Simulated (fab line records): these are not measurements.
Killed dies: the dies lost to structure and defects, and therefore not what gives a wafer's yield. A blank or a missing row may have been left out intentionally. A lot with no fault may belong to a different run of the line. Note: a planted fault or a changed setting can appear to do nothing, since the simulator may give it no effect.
Split-lot experiment || flow n5 finfet || 39 wafers read from 7 lots, route of 1938 steps

== THE SPLIT ==
At N5_WELL_APT_EPI_41 (deposits Si from SiH4/H2, target thk 50 nm, time 297.7 s), the setting time s was moved away from the recipe's 297.7 s on 12 of the 39 wafers read, by -5.3% to +3.4%. All remaining wafers had this setting at the recipe value.

The split's own step is where the reading is taken.

== THE READING ==
Si_of_WELL_APT_EPI_41.thk nm (the simulator's own value, which no gauge read), in nm, at N5_WELL_APT_EPI_41 (deposits Si from SiH4/H2, target thk 50 nm, time 297.7 s). The file gives no usual value for it. Average 49.88 nm, standard deviation 0.53 nm, over the 27 wafers here run with the recipe.

{"wafer": "L074.1", "tool, chamber at the split": "epi rpcvd-04, 0", "time s as run, s": 297.7, "against the recipe": "recipe", "Si_of_WELL_APT_EPI_41.thk nm, nm": 50.34, "against lot-mates on the recipe": "-"}
{"wafer": "L074.2", "tool, chamber at the split": "epi rpcvd-04, 0", "time s as run, s": 307.8, "against the recipe": "+3.4%", "Si_of_WELL_APT_EPI_41.thk nm, nm": 52.49, "against lot-mates on the recipe": "+2.05"}
{"wafer": "L074.3", "tool, chamber at the split": "epi rpcvd-04, 0", "time s as run, s": 307.8, "against the recipe": "+3.4%", "Si_of_WELL_APT_EPI_41.thk nm, nm": 51.97, "against lot-mates on the recipe": "+1.53"}
{"wafer": "L074.4", "tool, chamber at the split": "epi rpcvd-04, 0", "time s as run, s": 297.7, "against the recipe": "recipe", "Si_of_WELL_APT_EPI_41.thk nm, nm": 50.54, "against lot-mates on the recipe": "-"}
{"wafer": "L074.5", "tool, chamber at the split": "epi rpcvd-04, 0", "time s as run, s": 297.7, "against the recipe": "recipe", "Si_of_WELL_APT_EPI_41.thk nm, nm": 50.45, "against lot-mates on the recipe": "-"}
{"wafer": "L074.6", "tool, chamber at the split": "epi rpcvd-04, 0", "time s as run, s": 307.8, "against the recipe": "+3.4%", "Si_of_WELL_APT_EPI_41.thk nm, nm": 52.44, "against lot-mates on the recipe": "+2.00"}
{"wafer": "L080.1", "tool, chamber at the split": "epi rpcvd-01, 0", "time s as run, s": 297.7, "against the recipe": "recipe", "Si_of_WELL_APT_EPI_41.thk nm, nm": 50.25, "against lot-mates on the recipe": "-"}
{"wafer": "L080.2", "tool, chamber at the split": "epi rpcvd-01, 0", "time s as run, s": 289.8, "against the recipe": "-2.7%", "Si_of_WELL_APT_EPI_41.thk nm, nm": 48.96, "against lot-mates on the recipe": -1.64}
{"wafer": "L080.3", "tool, chamber at the split": "epi rpcvd-01, 0", "time s as run, s": 289.8, "against the recipe": "-2.7%", "Si_of_WELL_APT_EPI_41.thk nm, nm": 49.38, "against lot-mates on the recipe": -1.22}
{"wafer": "L080.4", "tool, chamber at the split": "epi rpcvd-01, 0", "time s as run, s": 289.8, "against the recipe": "-2.7%", "Si_of_WELL_APT_EPI_41.thk nm, nm": 49.53, "against lot-mates on the recipe": -1.07}
{"wafer": "L080.5", "tool, chamber at the split": "epi rpcvd-01, 0", "time s as run, s": 297.7, "against the recipe": "recipe", "Si_of_WELL_APT_EPI_41.thk nm, nm": 50.69, "against lot-mates on the recipe": "-"}
{"wafer": "L080.6", "tool, chamber at the split": "epi rpcvd-01, 0", "time s as run, s": 297.7, "against the recipe": "recipe", "Si_of_WELL_APT_EPI_41.thk nm, nm": 50.85, "against lot-mates on the recipe": "-"}
{"wafer": "L085.1", "tool, chamber at the split": "epi rpcvd-03, 0", "time s as run, s": 297.7, "against the recipe": "recipe", "Si_of_WELL_APT_EPI_41.thk nm, nm": 49.21, "against lot-mates on the recipe": "-"}
{"wafer": "L085.2", "tool, chamber at the split": "epi rpcvd-03, 0", "time s as run, s": 297.7, "against the recipe": "recipe", "Si_of_WELL_APT_EPI_41.thk nm, nm": 48.82, "against lot-mates on the recipe": "-"}
{"wafer": "L085.3", "tool, chamber at the split": "epi rpcvd-03, 0", "time s as run, s": 297.7, "against the recipe": "recipe", "Si_of_WELL_APT_EPI_41.thk nm, nm": 49.43, "against lot-mates on the recipe": "-"}
{"wafer": "L085.4", "tool, chamber at the split": "epi rpcvd-03, 0", "time s as run, s": 297.7, "against the recipe": "recipe", "Si_of_WELL_APT_EPI_41.thk nm, nm": 49.39, "against lot-mates on the recipe": "-"}
{"wafer": "L085.5", "tool, chamber at the split": "epi rpcvd-03, 0", "time s as run, s": 297.7, "against the recipe": "recipe", "Si_of_WELL_APT_EPI_41.thk nm, nm": 49.51, "against lot-mates on the recipe": "-"}
{"wafer": "L085.6", "tool, chamber at the split": "epi rpcvd-03, 0", "time s as run, s": 297.7, "against the recipe": "recipe", "Si_of_WELL_APT_EPI_41.thk nm, nm": 49.26, "against lot-mates on the recipe": "-"}
{"wafer": "L088.1", "tool, chamber at the split": "epi rpcvd-03, 0", "time s as run, s": 297.7, "against the recipe": "recipe", "Si_of_WELL_APT_EPI_41.thk nm, nm": 49.54, "against lot-mates on the recipe": "-"}
{"wafer": "L088.2", "tool, chamber at the split": "epi rpcvd-03, 0", "time s as run, s": 286.7, "against the recipe": "-3.7%", "Si_of_WELL_APT_EPI_41.thk nm, nm": 48.19, "against lot-mates on the recipe": -1.36}
{"wafer": "L088.3", "tool, chamber at the split": "epi rpcvd-03, 0", "time s as run, s": 286.7, "against the recipe": "-3.7%", "Si_of_WELL_APT_EPI_41.thk nm, nm": 48.18, "against lot-mates on the recipe": -1.37}
{"wafer": "L088.4", "tool, chamber at the split": "epi rpcvd-03, 0", "time s as run, s": 297.7, "against the recipe": "recipe", "Si_of_WELL_APT_EPI_41.thk nm, nm": 49.47, "against lot-mates on the recipe": "-"}
{"wafer": "L088.5", "tool, chamber at the split": "epi rpcvd-03, 0", "time s as run, s": 286.7, "against the recipe": "-3.7%", "Si_of_WELL_APT_EPI_41.thk nm, nm": 48.2, "against lot-mates on the recipe": -1.35}
{"wafer": "L088.6", "tool, chamber at the split": "epi rpcvd-03, 0", "time s as run, s": 297.7, "against the recipe": "recipe", "Si_of_WELL_APT_EPI_41.thk nm, nm": 49.63, "against lot-mates on the recipe": "-"}
{"wafer": "L089.1", "tool, chamber at the split": "epi rpcvd-04, 0", "time s as run, s": 297.7, "against the recipe": "recipe", "Si_of_WELL_APT_EPI_41.thk nm, nm": 49.98, "against lot-mates on the recipe": "-"}
{"wafer": "L089.2", "tool, chamber at the split": "epi rpcvd-04, 0", "time s as run, s": 297.7, "against the recipe": "recipe", "Si_of_WELL_APT_EPI_41.thk nm, nm": 49.2, "against lot-mates on the recipe": "-"}
{"wafer": "L089.3", "tool, chamber at the split": "epi rpcvd-04, 0", "time s as run, s": 297.7, "against the recipe": "recipe", "Si_of_WELL_APT_EPI_41.thk nm, nm": 49.93, "against lot-mates on the recipe": "-"}
{"wafer": "L090.1", "tool, chamber at the split": "epi rpcvd-04, 0", "time s as run, s": 297.7, "against the recipe": "recipe", "Si_of_WELL_APT_EPI_41.thk nm, nm": 49.3, "against lot-mates on the recipe": "-"}
{"wafer": "L090.2", "tool, chamber at the split": "epi rpcvd-04, 0", "time s as run, s": 297.7, "against the recipe": "recipe", "Si_of_WELL_APT_EPI_41.thk nm, nm": 49.9, "against lot-mates on the recipe": "-"}
{"wafer": "L090.3", "tool, chamber at the split": "epi rpcvd-04, 0", "time s as run, s": 297.7, "against the recipe": "recipe", "Si_of_WELL_APT_EPI_41.thk nm, nm": 49.88, "against lot-mates on the recipe": "-"}
{"wafer": "L090.4", "tool, chamber at the split": "epi rpcvd-04, 0", "time s as run, s": 297.7, "against the recipe": "recipe", "Si_of_WELL_APT_EPI_41.thk nm, nm": 50.29, "against lot-mates on the recipe": "-"}
{"wafer": "L090.5", "tool, chamber at the split": "epi rpcvd-04, 0", "time s as run, s": 297.7, "against the recipe": "recipe", "Si_of_WELL_APT_EPI_41.thk nm, nm": 49.57, "against lot-mates on the recipe": "-"}
{"wafer": "L090.6", "tool, chamber at the split": "epi rpcvd-04, 0", "time s as run, s": 297.7, "against the recipe": "recipe", "Si_of_WELL_APT_EPI_41.thk nm, nm": 50, "against lot-mates on the recipe": "-"}
{"wafer": "L091.1", "tool, chamber at the split": "epi rpcvd-01, 0", "time s as run, s": 281.9, "against the recipe": "-5.3%", "Si_of_WELL_APT_EPI_41.thk nm, nm": 47.7, "against lot-mates on the recipe": -2.73}
{"wafer": "L091.5", "tool, chamber at the split": "epi rpcvd-01, 0", "time s as run, s": 281.9, "against the recipe": "-5.3%", "Si_of_WELL_APT_EPI_41.thk nm, nm": 47.7, "against lot-mates on the recipe": -2.73}
{"wafer": "L091.2", "tool, chamber at the split": "epi rpcvd-01, 0", "time s as run, s": 297.7, "against the recipe": "recipe", "Si_of_WELL_APT_EPI_41.thk nm, nm": 50.42, "against lot-mates on the recipe": "-"}
{"wafer": "L091.3", "tool, chamber at the split": "epi rpcvd-01, 0", "time s as run, s": 297.7, "against the recipe": "recipe", "Si_of_WELL_APT_EPI_41.thk nm, nm": 50.49, "against lot-mates on the recipe": "-"}
{"wafer": "L091.4", "tool, chamber at the split": "epi rpcvd-01, 0", "time s as run, s": 281.9, "against the recipe": "-5.3%", "Si_of_WELL_APT_EPI_41.thk nm, nm": 47.95, "against lot-mates on the recipe": -2.48}
{"wafer": "L091.6", "tool, chamber at the split": "epi rpcvd-01, 0", "time s as run, s": 297.7, "against the recipe": "recipe", "Si_of_WELL_APT_EPI_41.thk nm, nm": 50.37, "against lot-mates on the recipe": "-"}

THE FIT
A straight line over all 39 wafers: Si_of_WELL_APT_EPI_41.thk nm changes by +0.47 nm for each +1% of time s; r = +0.88; the points scatter about the line by 0.54 nm.
The same after taking each lot's own level away (the mean of its wafers on the recipe; 39 wafers): +0.483 nm for each +1%; r = +0.97; scatter 0.26 nm.
On that fit, the largest move of time s shifts the reading by 2.6 nm.
Measured against the standard deviation above, the lots' own levels, which go from 49.270 to 50.597 nm, span 2.5 times it.
The two slopes are in agreement: the lot-to-lot level therefore moves the slope only a little.
Check: for one of the wafers moved furthest among these (-5.3%), held out of the fit, the line's prediction against its lot-mates is -2.48 nm. It came out at -2.73 nm against them.

== THE FILE'S OWN FIT ==
Si_of_WELL_APT_EPI_41.thk nm changes by +0.477 nm for each +1% of time s, r = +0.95.
